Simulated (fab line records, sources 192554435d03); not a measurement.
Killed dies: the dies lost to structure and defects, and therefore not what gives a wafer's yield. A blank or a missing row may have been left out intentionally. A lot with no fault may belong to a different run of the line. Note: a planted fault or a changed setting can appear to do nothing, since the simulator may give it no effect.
Which tool is to blame?	flow n5-finfet	24 lots with 72 wafers sampled at 3 steps, on a route of 1938 steps

WHAT EACH GAUGE READ, for each wafer
N5_BEOL_M4_INSPECT_59: inspects for defects (darkfield).
lot	measured	on	raw-defect-count
L074	day 7 18:14	defect-inspect-02	50 76 57
L075	day 7 22:46	defect-inspect-01	73 102 123
L076	day 8 14:45	defect-inspect-02	42 61 65
L077	day 8 15:01	defect-inspect-02	112 65 99
L078	day 8 17:08	defect-inspect-02	89 126 136
L079	day 8 18:59	defect-inspect-01	70 96 105
L080	day 8 23:12	defect-inspect-02	90 71 96
L081	day 9 14:47	defect-inspect-02	56 62 46
L082	day 10 00:56	defect-inspect-02	55 82 36
L083	day 10 06:09	defect-inspect-01	45 73 89
L084	day 10 09:10	defect-inspect-02	80 88 58
L085	day 10 09:11	defect-inspect-01	49 105 76
L086	day 11 02:29	defect-inspect-01	55 59 90
L088	day 11 03:07	defect-inspect-02	54 51 87
L087	day 11 07:14	defect-inspect-01	54 71 116
L089	day 11 17:53	defect-inspect-02	85 61 50
L090	day 12 02:31	defect-inspect-01	42 101 74
L091	day 12 05:02	defect-inspect-01	48 41 50
L092	day 12 10:17	defect-inspect-01	46 46 56
L093	day 12 16:08	defect-inspect-02	47 81 41
L094	day 12 19:43	defect-inspect-02	39 81 64
L095	day 13 03:20	defect-inspect-01	112 94 66
L096	day 13 12:13	defect-inspect-02	54 51 76
L097	day 13 12:21	defect-inspect-02	66 35 68

N5_BEOL_M5_OVL_MEAS_12.
lot	measured	on	M5_OVL (nm)
L074	day 7 21:03	overlay-02	0.3 -0.1 -0.5
L075	day 8 02:44	overlay-01	-0.3 0.6 1.0
L076	day 8 17:30	overlay-02	1.4 -0.7 0.4
L077	day 8 18:36	overlay-01	-2.4 -0.9 -0.1
L078	day 8 20:01	overlay-02	1.3 0.8 0.6
L079	day 8 21:43	overlay-02	0.8 0.2 0.3
L080	day 9 02:12	overlay-01	0.3 -0.3 -0.3
L081	day 9 17:42	overlay-01	0.5 -0.5 -0.1
L082	day 10 03:28	overlay-02	-0.2 0.7 -0.4
L083	day 10 09:13	overlay-02	0.7 1.0 0.4
L084	day 10 12:23	overlay-02	-1.0 -1.5 0.0
L085	day 10 12:29	overlay-02	0.3 0.3 -0.3
L086	day 11 05:52	overlay-02	-0.2 -0.2 0.8
L088	day 11 06:04	overlay-01	-0.8 -1.0 -1.5
L087	day 11 09:50	overlay-01	0.5 -0.5 0.7
L089	day 11 22:47	overlay-02	-0.4 0.5 -0.1
L090	day 12 06:14	overlay-02	-0.8 -0.6 0.6
L091	day 12 07:17	overlay-02	-0.7 -1.4 -0.7
L092	day 12 13:00	overlay-02	0.9 0.9 -0.3
L093	day 12 19:29	overlay-02	1.2 1.3 0.3
L094	day 12 23:11	overlay-02	-0.6 0.0 0.0
L095	day 13 06:34	overlay-02	-0.6 0.1 -0.1
L096	day 13 15:08	overlay-01	0.1 -0.9 0.2
L097	day 13 15:26	overlay-02	0.7 -0.4 0.4

WHAT TOOL EACH LOT RAN ON (gives the tool, then ch and the chambers of the sampled wafers, and finally the start)
lot	N5_BEOL_M5_PECVD_70
L074	pecvd-04 ch 0,1,2, day 7 19:49
L075	pecvd-04 ch 0,1,2, day 8 00:25
L076	pecvd-01 ch 1,2, day 8 16:21
L077	pecvd-02 ch 0,1,2, day 8 17:22
L078	pecvd-02 ch 1,2, day 8 18:44
L079	pecvd-04 ch 0,1,2, day 8 21:04
L080	pecvd-02 ch 0,1, day 9 00:49
L081	pecvd-02 ch 0,1, day 9 16:23
L082	pecvd-04 ch 0,2, day 10 02:32
L083	pecvd-04 ch 0,2, day 10 07:55
L084	pecvd-02 ch 0,2, day 10 10:47
L085	pecvd-04 ch 0,1,2, day 10 10:49
L086	pecvd-02 ch 0,2, day 11 04:34
L088	pecvd-04 ch 0,1,2, day 11 04:43
L087	pecvd-01 ch 0,1,2, day 11 08:51
L089	pecvd-04 ch 1,2, day 11 20:58
L090	pecvd-04 ch 0,2, day 12 04:08
L091	pecvd-02 ch 0,2, day 12 06:38
L092	pecvd-04 ch 0,1, day 12 12:21
L093	pecvd-04 ch 1,2, day 12 17:44
L094	pecvd-02 ch 1,2, day 12 21:20
L095	pecvd-04 ch 0,1, day 13 04:57
L096	pecvd-04 ch 0,1, day 13 13:49
L097	pecvd-02 ch 0,1,2, day 13 13:59
- N5_BEOL_M5_PECVD_70: deposits SiO2 from TEOS/O2, target thk 16 nm, time 18 s.

AS READ BY THE TOOLS THEMSELVES (means over the sampled wafers that have a number; for cases with no such wafer, the mark the record gives instead)
N5_BEOL_M5_PECVD_70.
lot	tool	heater-power-w (W)	showerhead-plenum-p-Torr (Torr)	throttle-valve-pct (%)
L074	pecvd-04	719	8.84	22.1
L075	pecvd-04	742	8.85	22.2
L076	pecvd-01	685	8.85	22.9
L077	pecvd-02	738	8.73	22.4
L078	pecvd-02	730	8.72	22.8
L079	pecvd-04	772	8.83	22.2
L080	pecvd-02	782	8.76	23.0
L081	pecvd-02	799	8.73	23.5
L082	pecvd-04	805	8.82	21.5
L083	pecvd-04	713	8.83	21.7
L084	pecvd-02	647	8.70	21.5
L085	pecvd-04	742	8.84	22.3
L086	pecvd-02	660	8.72	22.2
L088	pecvd-04	734	8.83	22.3
L087	pecvd-01	756	8.87	23.6
L089	pecvd-04	729	8.83	22.6
L090	pecvd-04	779	8.84	21.5
L091	pecvd-02	670	8.74	22.3
L092	pecvd-04	668	8.82	22.9
L093	pecvd-04	681	8.83	22.7
L094	pecvd-02	644	8.70	21.9
L095	pecvd-04	631	8.84	23.1
L096	pecvd-04	710	8.84	23.1
L097	pecvd-02	740	8.73	22.7

THE ANSWER, worked out from the rows above alone
Rule: what is usual is taken from the lots themselves. The widest of any qualifying gaps counts: lots, ordered by their means at a reading, are off when they make up no more than a third of the lots, leave a main group of 4 or more, and stand apart from it by 3 or more times the standard deviation of that group's means. A main group whose means are all the same, to the digits that the tables above print for the reading, isn't used. A lot without any number at a reading at which 4 lots or more have one is off too. The other lots that the step has rows for count as sound. After the gauges, taken in route order, come the tools' own readings; for these a lot's mean is taken, as printed above. The first step at which some lot is off is used, and at that step the reading that is off furthest; a lot without a number counts as furthest.
No lot is off at any reading shown: from this, nothing can be told.

WHAT THE SIMULATOR PUT IN
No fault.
